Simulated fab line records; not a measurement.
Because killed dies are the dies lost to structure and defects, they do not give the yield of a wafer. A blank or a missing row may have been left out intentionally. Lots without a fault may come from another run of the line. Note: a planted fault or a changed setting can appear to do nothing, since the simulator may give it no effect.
Struck lot and sound lot, side by side + flow n5-finfet + 43 steps out of a route of 1938
Sound: wafers L902.1, L902.5, L902.6. Wafers L895.1, L895.3, L895.6 were the ones struck. Last of all comes the cause.
Each step with rows lists, per side, the tool, then ch with its chambers, then its first start. Under that, the readings that differ: sound wafers + struck wafers + difference of the means + sigmas: that difference in standard deviations of wafers without a fault.
alike: readings whose means differ by less than 2 such deviations, and words and numbers that are the same on both sides. not compared: withheld readings, readings that some wafer has no value for, bounds like >300 that may hide the same value, and numbers for which the record gives no deviation and whose values overlap.
A row with sigmas, a row that says differs or no value, or rows on one side alone: a step with any of these is where the two part. When numbers do not overlap yet have no deviation, they are printed without sigmas and do not part them. A reading missing from all wafers of one side parts the sides only when that side holds two or more wafers.

first, 11 steps without rows for these wafers: N5_BEOL_M3_DESCUM_33 (chemistry O2, time 7 s); N5_BEOL_M3_ETCH_77 (etches underlayer in N2/H2, target depth 6.5 nm, time 5.2 s); N5_BEOL_M3_ETCH_69 (etches SiARC in CF4, target depth 15.6 nm, time 26 s); N5_BEOL_M3_ALD_98 (deposits SiO2, target thk 2.5 nm, pulse time 1 s, co reactant pulse time 1 s); N5_BEOL_M3_ETCHBACK_99 (etches SiO2 in CHF3, target depth 5 nm, time 10.4 s); N5_BEOL_M3_ETCH_70 (etches SOC in N2/H2, target depth 80 nm, overetch 16 nm, time 120 s); N5_BEOL_M3_STRIP_71 (strips in N2/H2); N5_BEOL_M3_STRIP_78 (strips in N2/H2); N5_BEOL_M3_VIA_ETCH_34 (etches the open film in C4F6/O2, target depth 69.4 nm, time 65.9 s); N5_BEOL_M3_STRIP_83 (strips in C4F6/O2); N5_BEOL_M3_STRIP_36 (strips in N2/H2).
N5_BEOL_M3_TRENCH_ETCH_37: etches SiOC in C4F6/O2, target depth 55.555 nm, time 29.2 s.
  sound on rie-diel-02 ch 0,1,3, day 11 15:08; struck on rie-diel-06 ch 1,2,3, day 9 09:55
  no value came back on the struck wafers for any of 7 readings (C4F6_flow_sccm (sccm), O2_flow_sccm (sccm) and others); on the sound wafers C4F6_flow_sccm (sccm) reads 9.994 9.978 10.009
| reading                                    | sound      | struck         | difference | sigmas |
|--------------------------------------------|------------|----------------|------------|--------|
| model.TiN_of_BEOL_M3_HM_DEP_02.thk-nm (nm) | 17.8 18 18 | 20.2 20.4 20.2 | +2.3       |        |
  not compared: rf-hours-counter-h
then, 2 steps without rows for these wafers: N5_BEOL_M3_ETCH_41 (etches SiCN in CH3F/O2, target depth 29.9 nm, time 52.5 s); N5_BEOL_M3_STRIP_97 (strips in N2/H2, time 10 s).
N5_BEOL_M3_OCD_MEAS_38:
  struck on ocd-01, day 9 10:04; sound on ocd-01, day 11 15:17
| reading              | sound          | struck  | difference | sigmas |
|----------------------|----------------|---------|------------|--------|
| trench-depth-nm (nm) | 55.9 55.4 55.5 | 0 0.3 0 | -56        | -91    |
then, 25 steps without rows for these wafers: N5_BEOL_M3_HM_STRIP_39 (strips TiN in peroxide tin strip, target depth 25 nm, time 158 s); N5_BEOL_M3_SRD_40 (time 30 s); N5_BEOL_M3_PRECLEAN_42 (cleans in residue remover, time 60 s); N5_BEOL_M3_SRD_43 (time 30 s); N5_BEOL_M3_DEGAS_44 (time 60 s); N5_BEOL_M3_PRE_CLEAN_45 (time 30 s); N5_BEOL_M3_ALD_84 (deposits TaN, pulse time 2 s, purge time 3 s, co reactant purge time 2 s); N5_BEOL_M3_SURFACE_TREAT_85; N5_BEOL_M3_CVD_47 (deposits Co from CCTBA/H2, target thk 3 nm, time 223.8 s); N5_BEOL_M3_SPUTTER_48 (material Cu, target thk 4.5 nm, time 8.29 s); N5_BEOL_M3_ANNEAL_49 (time 240 s); N5_BEOL_M3_SPUTTER_79 (material Cu, target thk 4.5 nm, time 8.29 s); N5_BEOL_M3_ANNEAL_80 (time 240 s); N5_BEOL_M3_SPUTTER_81 (material Cu, target thk 4.5 nm, time 8.29 s); N5_BEOL_M3_ANNEAL_82 (time 240 s); N5_BEOL_M3_SPUTTER_86 (material Cu, target thk 4.5 nm, time 8.29 s); N5_BEOL_M3_ANNEAL_87 (time 240 s); N5_BEOL_M3_SPUTTER_88 (material Cu, target thk 4.5 nm, time 8.29 s); N5_BEOL_M3_ANNEAL_89 (time 240 s); N5_BEOL_M3_SPUTTER_90 (material Cu, target thk 4.5 nm, time 8.29 s); N5_BEOL_M3_ANNEAL_91 (time 240 s); N5_BEOL_M3_SPUTTER_92 (material Cu, target thk 4.5 nm, time 8.29 s); N5_BEOL_M3_ANNEAL_93 (time 240 s); N5_BEOL_M3_SPUTTER_94 (material Cu, target thk 4.5 nm, time 8.29 s); N5_BEOL_M3_ANNEAL_95 (time 240 s).
N5_BEOL_M3_CMP_52: polishes, stops on SiOC, t overpolish 6.8 s, target thk 40 nm.
  sound on cmp-03 ch 0,1,3, day 11 19:02; struck on cmp-03 ch 1,3, day 9 13:52
| reading                                | sound      | struck | difference | sigmas |
|----------------------------------------|------------|--------|------------|--------|
| model.Cu_of_BEOL_M3_ECD_50.thk-nm (nm) | 41 40 42.4 | 0 0 0  | -41        |        |
  alike: motor-current-A
N5_BEOL_M4_RC_MEAS_101:
  the record has rows for the sound wafers here (prober-02 ch 0, day 12 08:45) and none for the struck ones
-- record jumps: 5 days separate the struck wafers' starts on either side; left off in module BEOL_M4, taken up again in module PASSIVATION, whose first shown step is the route's number 1936 --
N5_PASSIVATION_PROBE_49:
  struck on prober-02, day 14 09:20; sound on prober-02, day 16 14:44
| reading                  | sound          | struck         | difference | sigmas |
|--------------------------|----------------|----------------|------------|--------|
| defect-limited-yield (%) | 92.0 91.6 91.2 | 0 0 0          | -92        | -65    |
| killed_at_M0_to_M3       | 31 39 47       | 1105 1124 1137 | +1083      | +98    |
| killed-dies              | 94 99 104      | 1180 1180 1180 | +1081      | +64    |
| killed-on-rim            | 12 10 15       | 152 152 152    | +140       | +31    |
| sort_bin_5_function (%)  | 4.5 4.5 5.4    | 96.2 96.2 98.1 | +92.0      | +97    |
| sort-n-pass              | 1086 1081 1076 | 0 0 0          | -1081      | -64    |
| sort-yield-pct (%)       | 92.0 91.6 91.2 | 0 0 0          | -92        | -65    |
  alike: killed_at_M4_up, killed-at-contacts, killed-at-front-end, killed-at-other, killed-open, killed-short, sort_bin_6_memory

== WHERE THEY PART ==
First at N5_BEOL_M3_TRENCH_ETCH_37; last, within this record, at N5_PASSIVATION_PROBE_49.

WHY: whatever the simulator had introduced
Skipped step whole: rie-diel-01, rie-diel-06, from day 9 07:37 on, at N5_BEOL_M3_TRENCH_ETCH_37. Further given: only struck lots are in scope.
